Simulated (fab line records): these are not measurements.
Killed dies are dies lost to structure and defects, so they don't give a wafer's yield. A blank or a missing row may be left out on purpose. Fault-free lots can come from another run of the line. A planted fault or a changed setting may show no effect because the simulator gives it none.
Matching of chambers | flow n5Finfet | N5_BEOL_M12_CMP_49 on cmp-01 has 4 sister chambers
The step polishes, stops on SiOC, t overpolish 20.6 s, target thk 320 nm. 4 wafers are shown with their chamber, then 12 later ones without.

WAFERS PAIRED WITH THEIR CHAMBERS
wafer  | chamber | motorCurrentA (A)
L082.2 | 2       | 4.9
L086.4 | 1       | 6.5
L090.3 | 0       | 6.2
L090.6 | 3       | 5.1

WAFERS WHOSE CHAMBER IS MISSING
wafer  | motorCurrentA (A)
L093.1 | 6.1
L093.3 | 6.7
L093.4 | 4.7
L091.1 | 6.8
L091.2 | 6.0
L091.4 | 5.0
L096.3 | 4.7
L096.5 | 4.8
L096.6 | 4.6
L094.3 | 6.3
L094.4 | 5.0
L094.6 | 4.8

WHICH CHAMBER EACH ONE RAN IN
wafer  | from the rows above     | in truth
L093.1 | can't be placed: 0 or 1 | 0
L093.3 | can't be placed: 1 or 0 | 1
L093.4 | can't be placed: 2 or 3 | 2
L091.1 | can't be placed: 1 or 0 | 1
L091.2 | can't be placed: 0 or 1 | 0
L091.4 | can't be placed: 2 or 3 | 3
L096.3 | can't be placed: 2 or 3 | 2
L096.5 | can't be placed: 2 or 3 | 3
L096.6 | can't be placed: 2 or 3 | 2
L094.3 | can't be placed: 0 or 1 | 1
L094.4 | can't be placed: 2 or 3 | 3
L094.6 | can't be placed: 2 or 3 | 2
Correct placement for 0 of the 12. Can't be placed from these rows: 12 (the true chamber is among the candidates in 12). Number placed wrongly: 0.
How it was worked out, from the rows above alone: a wafer's distance from a chamber is the root of the sum, over the readings, of the square of ((its reading less the chamber's mean) divided by the reading's scatter). If the next closest chamber is less than 2 further off than the closest, the wafer can't be placed; otherwise it belongs to the closest. For every chamber, the mean is computed from those of its wafers that are shown. The scatter: with one shown wafer a chamber, the root of the mean of the squares of how far each hidden wafer lies from its nearest shown one.
